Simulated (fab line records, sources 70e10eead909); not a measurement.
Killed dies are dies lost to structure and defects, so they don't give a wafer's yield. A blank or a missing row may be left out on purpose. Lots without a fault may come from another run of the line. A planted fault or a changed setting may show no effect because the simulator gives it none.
fab line records | flow nand_harc | part 1 of 2: steps 1 to 4 of 6
record lots=23 wafers=69 last_day=25
route steps=1159 shown A_CHANNEL_HOLE_D1@468 A_CHANNEL_FILL_D1@495 A_STAIRCASE@581
lots that met no fault: from a run of the same line without faults
start_h: hours from the record's first day to the start of the lot's first wafer shown | wait_h: hours since the lot's step before | " the same as in the row above | L1.1+2: a row that stands for several wafers | - no value, or no start given | * or withheld: withheld | < > ~ a bound
route shown NAME@n: a module of which the file shows steps, and the number in the route of the first | usual: mean/standard deviation of fault-free wafers | same: alike in all rows | chamber/n: place in a boat | sites: the reading at each site | _std_site: their standard deviation | _edge_site: outer sites' mean less inner sites' | radius_mm: how far each site lies from the wafer's centre | mask NAME#n: copy n | behind: the tool/chamber that last shaped the wafer | hold: why the lot was held/for how many hours/how that ended | device: the transistor (n, p or np) that didn't switch | end of line: the same wafers' tests at the end of the route | a step without rows: its recipe alone | killed: dies lost to structure and defects at the first sort, not the wafer's yield | map: a wafer's dies, x killed, . not, _ none there
set.NAME: the setting as run; set.NAME@STEP: as run at that earlier step | model.NAME: the simulator's own value behind a step, which no gauge read
steps of the route over a sample of lots; a table a step, a row a wafer
services: from which hour (start_h, from the record's first day; less than 0 if before it) a tool's chamber was out of use, for how many hours, and why
## steps
# step NHARC_A_CHANNEL_HOLE_D1_ETCH_34
# recipe target_depth_a=1540 time_s=77 cf4_flow_sccm=100 chf3_flow_sccm=30 ar_flow_sccm=0 rf_w=500 bias_w=200 chemistry=CF4/CHF3
# usual drypump_motor_current_A=5.8/0.33 oes_product_au=0.938/0.022 rf_vpp_V=371.9/1.9 showerhead_plenum_p_Torr=1.61/0.053 throttle_valve_pct=16.803/0.0098
# columns lot.wafer tool chamber start_h wait_h drypump_motor_current_A oes_product_au rf_hours_counter_h rf_vpp_V showerhead_plenum_p_Torr throttle_valve_pct
L076.2 rie_diel-08 3 - - 6.2 0.955 3 373.2 1.61 16.793
L076.1 " 1 " " 5.8 0.960 3 373.5 1.64 16.801
L076.5 " 3 " " 6.2 0.957 - 372.8 1.61 16.805
L074.3 rie_diel-01 2 - - 6.0 0.947 3 372.2 1.64 16.791
L074.4 " 3 " " 5.6 0.958 3 371.9 1.60 16.808
L074.1 " 1 " " 6.1 0.979 3 372.4 1.67 16.826
L077.1 rie_diel-07 2 - - 5.6 0.968 9 370.7 1.61 16.799
L077.5 " 0 " " 5.4 0.955 - 372.3 1.60 16.801
L077.6 " 1 " " 5.2 0.962 - 374.5 1.68 16.807
L078.1 rie_diel-08 3 - - 6.2 0.926 4 371.9 1.61 16.815
L078.4 " 1 " " 5.8 0.931 4 373.0 1.63 16.805
L078.5 " 0 " " 5.5 0.901 - 374.3 1.68 16.796
L079.1 rie_diel-01 1 - - 6.1 0.990 4 374.9 1.67 16.808
L079.3 " 0 " " 6.0 0.970 4 366.0 1.49 16.793
L079.5 " 1 " " 6.1 0.979 - 374.0 1.67 16.808
L080.4 rie_diel-07 2 - - 5.6 0.933 10 371.2 1.61 16.811
L080.5 " 3 " " 6.3 0.924 - 370.9 1.57 16.810
L080.6 " 0 " " 5.4 0.924 - 371.6 1.60 16.813
L081.4 rie_diel-08 1 - - 5.8 0.924 5 372.6 1.63 16.806
L081.2 " 2 " " 5.3 0.932 5 372.7 1.62 16.820
L081.1 " 3 " " 6.2 0.917 5 371.9 1.61 16.796
L082.2 rie_diel-01 3 - - 5.6 0.927 7 371.2 1.60 16.808
L082.5 " 3 " " 5.6 0.916 - 371.7 1.60 16.790
L082.6 " 0 " " 6.1 0.924 - 367.3 1.49 16.797
L085.3 rie_diel-01 3 - - 5.6 0.932 7 370.2 1.60 16.809
L085.2 " 0 " " 6.1 0.930 6 367.1 1.49 16.813
L085.6 " 2 " " 6.0 0.932 - 370.6 1.63 16.796
L083.4 rie_diel-08 3 - - 6.2 0.929 6 371.5 1.61 16.789
L083.1 " 0 " " 5.5 0.905 6 373.4 1.68 16.802
L083.5 " 1 " " 5.9 0.926 - 372.4 1.63 16.797
L084.1 rie_diel-01 2 - - 6.0 0.957 8 372.7 1.63 16.805
L084.3 " 0 " " 6.0 0.958 7 367.8 1.49 16.795
L084.6 " 3 " " 5.6 0.960 - 371.3 1.60 16.806
L086.3 rie_diel-08 3 - - 6.3 0.933 8 371.8 1.61 16.811
L086.2 " 1 " " 5.8 0.926 7 372.2 1.63 16.782
L086.4 " 2 " " 5.3 0.919 8 371.5 1.62 16.804
L087.2 rie_diel-08 0 - - 5.5 0.943 8 375.3 1.68 16.806
L087.4 " 2 " " 5.3 0.951 8 371.9 1.62 16.812
L087.5 " 0 " " 5.5 0.941 - 372.9 1.68 16.806
L088.3 rie_diel-01 0 - - 6.1 0.914 9 367.4 1.49 16.811
L088.6 " 3 " " 5.6 0.926 - 372.2 1.60 16.813
L088.5 " 1 " " 6.1 0.945 - 373.8 1.67 16.806
L089.1 rie_diel-08 3 - - 6.2 0.914 9 371.6 1.61 16.808
L089.4 " 2 " " 5.3 0.929 9 371.1 1.62 16.822
L089.6 " 3 " " 6.2 0.913 - 373.5 1.61 16.788
L090.3 rie_diel-01 1 - - 6.1 0.933 8 373.8 1.67 16.806
L090.1 " 3 " " 5.6 0.917 11 371.1 1.60 16.791
L090.6 " 3 " " 5.7 0.920 - 371.1 1.60 16.803
L093.3 rie_diel-01 3 - - 5.6 0.957 13 370.4 1.60 16.814
L093.1 " 1 " " 6.1 0.982 10 373.5 1.67 16.797
L093.5 " 3 " " 5.6 0.958 - 371.8 1.60 16.782
L092.2 rie_diel-01 3 - - 5.6 0.908 13 372.0 1.60 16.813
L092.6 " 3 " " 5.6 0.919 - 371.4 1.60 16.804
L092.5 " 0 " " 6.1 0.926 - 368.3 1.49 16.810
L091.4 rie_diel-07 1 - - 5.2 0.946 3 374.2 1.68 16.798
L091.6 " 2 " " 5.5 0.958 - 371.0 1.61 16.802
L091.5 " 3 " " 6.3 0.978 - 371.5 1.57 16.807
L094.3 rie_diel-08 3 - - 6.2 0.942 10 371.1 1.61 16.805
L094.4 " 0 " " 5.5 0.912 10 374.3 1.67 16.799
L094.2 " 1 " " 5.8 0.933 9 372.2 1.63 16.803
L095.2 rie_diel-08 0 - - 5.5 0.901 11 374.5 1.67 16.793
L095.1 " 1 " " 5.8 0.919 10 373.4 1.63 16.802
L095.6 " 0 " " 5.5 0.908 - 372.7 1.67 16.799
L096.4 rie_diel-01 1 - - 6.1 0.983 11 374.1 1.67 16.803
L096.6 " 2 " " 5.9 0.928 - 372.9 1.63 16.802
L096.5 " 3 " " 5.6 0.938 - 370.9 1.60 16.808
L097.2 rie_diel-08 1 - - 5.8 0.958 1 373.0 1.63 16.800
L097.6 " 3 " " 6.2 0.968 - 371.6 1.61 16.792
L097.5 " 0 " " 5.5 0.966 - 373.3 1.67 16.794
# step NHARC_A_CHANNEL_FILL_D1_ALD_15
# recipe target_thk_a=20 pulse_time_s=60 ald_cycles=19 temp_c=630 pressure_torr=2 material=SiNx
# usual precursor_pulse_height_rel=0.998/0.02
# columns lot.wafer tool chamber start_h wait_h precursor_pulse_height_rel
L076.1 ald_sin_batch-01 0 - - 0.996
L076.2 " 0 " " 0.988
L076.5 " 0 " " 0.976
L074.1 ald_sin_batch-01 0 - - 1.006
L074.3 " 0 " " 1.034
L074.4 " 0 " " 1.002
L077.1 ald_sin_batch-02 0 - - 0.995
L077.5 " 0 " " 0.991
L077.6 " 0 " " 0.970
L078.1 ald_sin_batch-02 0 - - 1.013
L078.4 " 0 " " 0.983
L078.5 " 0 " " 1.008
L079.1 ald_sin_batch-02 0 - - 0.986
L079.3 " 0 " " 1.004
L079.5 " 0 " " 0.985
L080.4 ald_sin_batch-03 0 - - 0.999
L080.5 " 0 " " 0.989
L080.6 " 0 " " 0.995
L081.1 ald_sin_batch-03 0 - - 1.035
L081.2 " 0 " " 0.989
L081.4 " 0 " " 1.016
L082.2 ald_sin_batch-02 0 - - 0.946
L082.5 " 0 " " 1.019
L082.6 " 0 " " 1.048
L085.2 ald_sin_batch-02 0 - - 0.963
L085.3 " 0 " " 1.005
L085.6 " 0 " " 0.970
L083.1 ald_sin_batch-01 0 - - 0.985
L083.4 " 0 " " 1.007
L083.5 " 0 " " 1.009
L084.1 ald_sin_batch-01 0 - - 1.025
L084.3 " 0 " " 0.991
L084.6 " 0 " " 0.932
L086.2 ald_sin_batch-02 0 - - 0.982
L086.3 " 0 " " 1.001
L086.4 " 0 " " 1.000
L087.2 ald_sin_batch-02 0 - - 0.971
L087.4 " 0 " " 1.025
L087.5 " 0 " " 0.994
L088.3 ald_sin_batch-01 0 - - 0.985
L088.5 " 0 " " 1.005
L088.6 " 0 " " 1.035
L089.1 ald_sin_batch-02 0 - - 0.983
L089.4 " 0 " " 1.006
L089.6 " 0 " " 0.979
L090.1 ald_sin_batch-02 0 - - 0.974
L090.3 " 0 " " 1.019
L090.6 " 0 " " 0.957
L092.2 ald_sin_batch-02 0 - - 1.013
L092.5 " 0 " " 1.001
L092.6 " 0 " " 0.978
L093.1 ald_sin_batch-02 0 - - 1.006
L093.3 " 0 " " 1.022
L093.5 " 0 " " 0.986
L091.4 ald_sin_batch-02 0 - - 0.964
L091.5 " 0 " " 1.012
L091.6 " 0 " " 0.982
L094.2 ald_sin_batch-02 0 - - 0.987
L094.3 " 0 " " 1.019
L094.4 " 0 " " 0.973
L095.1 ald_sin_batch-01 0 - - 1.000
L095.2 " 0 " " 0.986
L095.6 " 0 " " 1.006
L096.4 ald_sin_batch-01 0 - - 0.971
L096.5 " 0 " " 1.016
L096.6 " 0 " " 1.008
L097.2 ald_sin_batch-03 0 - - 0.970
L097.5 " 0 " " 1.012
L097.6 " 0 " " 1.025
# step NHARC_A_CHANNEL_FILL_D1_STRIP_29
# recipe time_s=20 o2_flow_sccm=500 ar_flow_sccm=0 bias_w=0 chemistry=O2
# usual drypump_motor_current_A=5.8/0.59 oes_product_au=1.000/0.011 rf_vpp_V=57.9/0.82 showerhead_plenum_p_Torr=3.56/0.13 throttle_valve_pct=17.036/0.0093
# columns lot.wafer tool chamber start_h wait_h drypump_motor_current_A oes_product_au rf_hours_counter_h rf_vpp_V showerhead_plenum_p_Torr throttle_valve_pct
L076.2 rie_diel-04 2 - - 4.9 0.986 3 59.4 3.70 17.039
L076.1 " 1 " " 6.4 1.000 3 57.1 3.49 17.012
L076.5 " 2 " " 4.9 0.992 - 58.2 3.70 17.047
L078.1 rie_diel-04 2 - - 4.9 0.992 3 58.4 3.70 17.034
L078.4 " 3 " " 5.3 1.015 3 59.2 3.72 17.055
L078.5 " 1 " " 6.4 1.002 - 57.5 3.49 17.041
L077.1 rie_diel-09 2 - - 4.9 0.990 5 56.4 3.71 17.051
L077.6 " 2 " " 4.9 0.996 - 57.3 3.71 17.040
L077.5 " 3 " " 6.6 1.015 - 56.7 3.31 17.035
L074.4 rie_diel-09 0 - - 6.4 1.003 7 58.4 3.64 17.043
L074.1 " 1 " " 5.7 1.024 7 58.2 3.52 17.032
L074.3 " 3 " " 6.6 1.020 7 57.8 3.31 17.031
L079.3 rie_diel-04 0 - - 6.1 0.998 3 57.7 3.46 17.038
L079.1 " 1 " " 6.4 1.004 4 59.1 3.49 17.040
L079.5 " 3 " " 5.4 1.025 - 58.3 3.72 17.045
L081.4 rie_diel-04 1 - - 6.4 1.002 4 58.7 3.49 17.030
L081.1 " 3 " " 5.3 1.010 4 57.8 3.72 17.029
L081.2 " 0 " " 6.1 0.993 4 56.9 3.46 17.034
L080.4 rie_diel-04 3 - - 5.3 1.017 4 58.5 3.72 17.025
L080.5 " 1 " " 6.4 1.000 - 58.0 3.49 17.029
L080.6 " 2 " " 4.9 0.996 - 58.5 3.70 17.024
L082.2 rie_diel-09 1 - - 5.7 1.005 1 58.6 3.52 17.036
L082.6 " 0 " " 6.4 0.985 - 58.7 3.64 17.032
L082.5 " 1 " " 5.7 1.006 - 58.1 3.52 17.046
L085.3 rie_diel-03 1 - - 5.6 0.995 10 56.9 3.37 17.047
L085.2 " 3 " " 5.8 0.996 11 57.2 3.56 17.042
L085.6 " 0 " " 6.4 1.007 - 57.7 3.47 17.031
L083.1 rie_diel-03 0 - - 6.5 1.016 10 57.5 3.47 17.056
L083.4 " 2 " " 5.5 0.999 12 58.8 3.75 17.044
L083.5 " 3 " " 5.8 1.007 - 58.2 3.56 17.033
L084.3 rie_diel-04 0 - - 6.1 1.005 4 57.3 3.46 17.025
L084.1 " 2 " " 4.9 0.994 4 58.8 3.70 17.026
L084.6 " 0 " " 6.1 1.003 - 58.1 3.46 17.046
L086.4 rie_diel-03 3 - - 5.8 0.996 15 58.4 3.56 17.040
L086.2 " 1 " " 5.7 0.986 14 58.1 3.36 17.043
L086.3 " 2 " " 5.6 1.000 15 57.5 3.75 17.040
L087.4 rie_diel-09 0 - - 6.4 0.993 1 57.4 3.64 17.039
L087.2 " 1 " " 5.7 0.997 1 57.8 3.52 17.033
L087.5 " 3 " " 6.5 1.012 - 56.2 3.31 17.031
L088.3 rie_diel-09 3 - - 6.6 1.006 2 57.8 3.31 17.036
L088.5 " 0 " " 6.4 0.995 - 57.5 3.64 17.042
L088.6 " 1 " " 5.8 1.011 - 58.8 3.52 17.043
L090.3 rie_diel-04 3 317.00 0.1 5.4 0.997 0 59.0 3.72 17.045
L090.1 " 0 " " 6.1 1.006 0 57.9 3.46 17.031
L090.6 " 3 " " 5.3 0.997 - 59.2 3.72 17.039
L089.1 rie_diel-09 3 - - 6.6 1.010 2 56.8 3.31 17.039
L089.4 " 0 " " 6.4 0.991 2 58.6 3.64 17.021
L089.6 " 2 " " 4.9 0.983 - 59.9 3.71 17.038
L093.1 rie_diel-04 0 337.27 0.1 6.1 1.012 1 57.7 3.46 17.021
L093.3 " 1 " " 6.4 0.987 1 56.9 3.49 17.034
L093.5 " 1 " " 6.4 0.995 - 57.9 3.49 17.034
L092.2 rie_diel-09 1 - - 5.7 1.016 3 58.3 3.52 17.049
L092.6 " 3 " " 6.6 1.013 - 59.0 3.31 17.038
L092.5 " 0 " " 6.4 0.994 - 57.6 3.64 17.038
L091.4 rie_diel-09 3 - - 6.6 1.013 4 58.7 3.31 17.033
L091.6 " 1 " " 5.7 1.009 - 57.6 3.52 17.042
L091.5 " 2 " " 4.9 0.993 - 58.7 3.71 17.052
L095.2 rie_diel-09 2 - - 4.9 0.987 4 59.4 3.71 17.041
L095.1 " 0 " " 6.4 0.996 3 57.4 3.64 17.032
L095.6 " 3 " " 6.6 1.002 - 58.3 3.31 17.041
L094.4 rie_diel-04 0 - - 6.1 1.011 2 58.3 3.46 17.040
L094.3 " 2 " " 4.9 1.004 0 58.0 3.70 17.024
L094.2 " 3 " " 5.3 0.998 2 58.7 3.72 17.039
L096.4 rie_diel-04 2 - - 4.9 1.008 0 57.9 3.70 17.040
L096.6 " 1 " " 6.4 0.981 - 57.4 3.48 17.052
L096.5 " 2 " " 4.9 0.999 - 57.4 3.70 17.040
L097.2 rie_diel-09 2 - - 4.9 0.994 5 58.9 3.71 17.048
L097.5 " 1 " " 5.7 1.008 - 57.2 3.52 17.048
L097.6 " 2 " " 4.9 0.986 - 57.0 3.71 17.020
# step NHARC_A_STAIRCASE_TRIM_187
# recipe time_s=211.2 o2_flow_sccm=500 ar_flow_sccm=0 bias_w=0 chemistry=O2
# usual drypump_motor_current_A=5.9/0.46 oes_product_au=0.999/0.0083 rf_vpp_V=57.6/0.82 showerhead_plenum_p_Torr=3.51/0.098 throttle_valve_pct=17.038/0.0093
# columns lot.wafer tool chamber start_h wait_h drypump_motor_current_A oes_product_au rf_hours_counter_h rf_vpp_V showerhead_plenum_p_Torr throttle_valve_pct
L076.1 rie_diel-06 2 253.81 0.1 5.4 0.985 1 56.2 3.44 17.039
L076.2 " 0 " " 6.2 1.002 1 58.3 3.60 17.035
L076.5 " 1 " " 5.7 0.989 - 58.7 3.52 17.042
L078.1 rie_diel-10 3 260.99 0.2 5.2 0.992 30 58.4 3.40 17.042
L078.4 " 0 " " 5.5 0.996 29 57.9 3.64 17.030
L078.5 " 1 " " 6.7 0.994 - 56.5 3.43 17.051
L074.1 rie_diel-06 3 261.49 0.1 6.2 1.012 6 58.1 3.61 17.037
L074.4 " 0 " " 6.2 0.992 6 58.2 3.60 17.037
L074.3 " 2 " " 5.5 1.000 6 58.8 3.44 17.034
L077.1 rie_diel-06 0 261.73 0.1 6.2 1.005 6 58.0 3.60 17.021
L077.5 " 0 " " 6.2 0.999 - 57.9 3.60 17.033
L077.6 " 1 " " 5.8 0.996 - 57.3 3.52 17.038
L079.3 rie_diel-06 3 265.81 0.1 6.1 0.999 9 56.9 3.60 17.045
L079.1 " 0 " " 6.2 1.007 8 57.5 3.60 17.056
L079.5 " 3 " " 6.1 1.005 - 59.5 3.60 17.031
L080.4 rie_diel-06 2 271.76 0.2 5.5 0.994 12 57.1 3.44 17.035
L080.5 " 3 " " 6.1 0.998 - 58.8 3.60 17.023
L080.6 " 0 " " 6.2 1.001 - 57.9 3.60 17.044
L081.4 rie_diel-06 3 273.43 0.1 6.2 1.006 14 57.7 3.60 17.035
L081.1 " 0 " " 6.2 0.996 13 55.9 3.60 17.033
L081.2 " 1 " " 5.8 1.002 12 58.4 3.52 17.053
L082.2 rie_diel-05 3 294.86 0.1 5.7 0.977 45 58.7 3.40 17.030
L082.5 " 1 " " 5.3 1.000 - 57.3 3.37 17.039
L082.6 " 2 " " 6.7 1.000 - 57.5 3.67 17.050
L085.3 rie_diel-06 2 295.21 0.1 5.4 0.994 18 58.9 3.44 17.037
L085.2 " 3 " " 6.1 1.008 20 58.2 3.60 17.049
L085.6 " 1 " " 5.7 0.988 - 58.2 3.51 17.018
L083.1 rie_diel-10 1 299.30 0.1 6.7 1.000 39 58.1 3.42 17.044
L083.4 " 3 " " 5.2 0.999 42 56.3 3.39 17.027
L083.5 " 0 " " 5.5 0.992 - 58.0 3.63 17.030
L084.1 rie_diel-05 2 299.74 0.2 6.7 0.994 43 58.2 3.67 17.034
L084.3 " 3 " " 5.8 0.998 47 57.5 3.40 17.049
L084.6 " 1 " " 5.3 0.996 - 57.5 3.37 17.032
L087.2 rie_diel-06 2 314.58 0.1 5.4 0.998 24 56.6 3.43 17.037
L087.4 " 0 " " 6.2 0.992 27 56.8 3.59 17.034
L087.5 " 2 " " 5.4 0.988 - 56.7 3.43 17.014
L086.3 rie_diel-05 1 314.86 0.1 5.3 0.999 46 56.6 3.36 17.040
L086.4 " 2 " " 6.7 0.996 48 58.1 3.67 17.037
L086.2 " 0 " " 5.8 0.996 52 56.9 3.45 17.029
L088.3 rie_diel-10 0 319.58 0.1 5.5 0.997 49 57.5 3.63 17.037
L088.6 " 2 " " 6.2 1.006 - 57.9 3.60 17.046
L088.5 " 3 " " 5.2 1.000 - 57.2 3.39 17.028
L090.3 rie_diel-10 3 331.02 0.1 5.2 0.998 56 56.8 3.39 17.046
L090.1 " 1 " " 6.7 1.010 52 56.5 3.42 17.030
L090.6 " 3 " " 5.2 1.002 - 56.5 3.39 17.032
L089.1 rie_diel-10 2 331.34 0.1 6.3 1.012 53 58.5 3.59 17.037
L089.4 " 1 " " 6.7 0.997 52 57.0 3.42 17.034
L089.6 " 2 " " 6.3 1.010 - 57.4 3.59 17.039
L092.2 rie_diel-06 2 350.67 0.1 5.5 0.993 38 57.0 3.42 17.035
L092.5 " 1 " " 5.8 0.992 - 58.6 3.50 17.027
L092.6 " 2 " " 5.5 0.997 - 56.9 3.42 17.031
L093.3 rie_diel-05 1 350.86 0.1 5.3 0.997 0 56.8 3.36 17.044
L093.1 " 2 " " 6.7 1.002 0 57.5 3.66 17.037
L093.5 " 0 " " 5.9 0.996 - 57.2 3.44 17.035
L091.4 rie_diel-06 3 354.37 0.1 6.1 1.001 43 57.5 3.58 17.048
L091.6 " 1 " " 5.8 1.005 - 58.3 3.50 17.044
L091.5 " 2 " " 5.4 1.008 - 58.6 3.42 17.046
L095.1 rie_diel-06 1 361.26 0.1 5.8 0.993 43 58.3 3.50 17.046
L095.2 " 3 " " 6.2 1.019 49 58.5 3.58 17.036
L095.6 " 1 " " 5.8 1.012 - 56.8 3.50 17.043
L094.2 rie_diel-05 3 362.08 0.1 5.7 0.982 7 57.5 3.39 17.055
L094.3 " 1 " " 5.3 0.993 8 58.3 3.35 17.037
L094.4 " 1 " " 5.3 1.001 - 56.7 3.35 17.028
L096.4 rie_diel-10 0 367.46 0.1 5.4 1.024 1 58.6 3.62 17.035
L096.5 " 3 " " 5.2 0.994 - 56.3 3.38 17.038
L096.6 " 0 " " 5.5 1.017 - 57.2 3.62 17.051
L097.2 rie_diel-05 2 390.39 0.1 6.7 1.008 9 59.0 3.65 17.032
L097.6 " 0 " " 5.9 0.988 - 58.8 3.43 17.023
L097.5 " 1 " " 5.3 0.994 - 57.1 3.35 17.052
